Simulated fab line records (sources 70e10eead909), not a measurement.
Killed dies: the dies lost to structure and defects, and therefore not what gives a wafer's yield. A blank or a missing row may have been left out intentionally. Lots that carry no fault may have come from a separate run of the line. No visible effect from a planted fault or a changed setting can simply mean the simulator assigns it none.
Comparing a struck lot with a sound one	flow nandHarc	14 steps out of a route of 1302
Sound: the wafers L713.1, L713.2, L713.6. Wafers struck: L733.2, L733.5, L733.6. Last of all comes the cause.
Per side, at each step with rows, come the tool, then ch with its chambers, and then its first start. Under that, the readings that differ: sound wafers	struck wafers	difference of the means	sigmas: that difference in standard deviations of wafers without a fault.
alike: readings with means less than 2 such deviations apart, plus words and numbers identical on both sides. not compared: withheld readings, readings lacking a value on some wafer, bounds such as >300 that could conceal the same value, and numbers that have no deviation in the record and whose values overlap.
Wherever a step has rows on one side only, a row that says differs or no value, or a row with sigmas, the two part there. Numbers that don't overlap but have no deviation are shown without sigmas and don't part them. A reading that every wafer of one side lacks parts them only if that side has two wafers or more.

first, 4 steps without rows for these wafers: NHARC_A_STAIRCASE_HARDBAKE_10 (time 140 s); NHARC_A_STAIRCASE_DESCUM_11 (chemistry O2, time 3 s); NHARC_A_STAIRCASE_TRIM_12 (chemistry O2, time 211.2 s); NHARC_A_STAIRCASE_ETCH_13 (etches the open film in C4F8/O2, target depth 100 nm, time 40.5 s).
NHARC_A_STAIRCASE_TRIM_14: chemistry O2, time 211.2 s.
  sound: rieDiel-01 ch 0,1,3; struck: rieDiel-01 ch 0,1
  alike: drypumpMotorCurrentA, oesProductAu, rfVppV, showerheadPlenumPTorr, throttleValvePct
  not compared: rfHoursCounterH
NHARC_A_STAIRCASE_ETCH_15: etches the open film in C4F8/O2, target depth 100 nm, time 40.5 s.
  sound: rieDiel-01 ch 0,2,3; struck: rieDiel-01 ch 0,3
  alike: biasW, chamberPressureMTorr, oesProductAu, rfVppV
  not compared: rfHoursCounterH
then, 1 step without rows for these wafers: NHARC_A_STAIRCASE_TRIM_16 (chemistry O2, time 211.2 s).
NHARC_A_STAIRCASE_ETCH_17: etches the open film in C4F8/O2, target depth 100 nm, time 40.5 s.
  sound: rieDiel-01 ch 0,1,3; struck: rieDiel-01 ch 0,2,3
  alike: biasW, chamberPressureMTorr, oesProductAu, rfVppV
  not compared: rfHoursCounterH
then, 1 step without rows for these wafers: NHARC_A_STAIRCASE_TRIM_18 (chemistry O2, time 211.2 s).
NHARC_A_STAIRCASE_ETCH_19: etches the open film in C4F8/O2, target depth 100 nm, time 40.5 s.
  sound: rieDiel-01 ch 0,1,2; struck: rieDiel-01 ch 0,1,3
  alike: biasW, chamberPressureMTorr, oesProductAu, rfVppV
  not compared: rfHoursCounterH
then, 1 step without rows for these wafers: NHARC_A_STAIRCASE_TRIM_20 (chemistry O2, time 211.2 s).
NHARC_A_STAIRCASE_ETCH_21: etches the open film in C4F8/O2, target depth 100 nm, time 40.5 s.
  sound on rieDiel-01 ch 0,2, day 16 08:48; struck on rieDiel-01 ch 0,2,3, day 23 17:52
  no value came back on the struck wafers for biasW (W), chamberPressureMTorr (mTorr), oesProductAu (a.u.), rfVppV (V); on the sound wafers biasW (W) reads 1000 999 1005
  not compared: rfHoursCounterH
NHARC_A_STAIRCASE_TRIM_22: chemistry O2, time 211.2 s.
  sound: rieDiel-01 ch 1,2,3; struck: rieDiel-01 ch 1,2,3
  alike: drypumpMotorCurrentA, oesProductAu, rfVppV, showerheadPlenumPTorr, throttleValvePct
  not compared: rfHoursCounterH
-- jump in the record: it breaks off in module A_STAIRCASE and resumes in module END (first step shown: number 1302 of the route), and 8 days separate the struck wafers' starts before and after --
NHARC_END_SORT_01:
  only the struck wafers appear in the record here, on prober-02 ch 0 at day 31 20:20; the sound ones have no rows

== WHERE THEY PART ==
Earliest at NHARC_A_STAIRCASE_ETCH_21; latest, in this record, at NHARC_END_SORT_01.

WHY: whatever the simulator had introduced
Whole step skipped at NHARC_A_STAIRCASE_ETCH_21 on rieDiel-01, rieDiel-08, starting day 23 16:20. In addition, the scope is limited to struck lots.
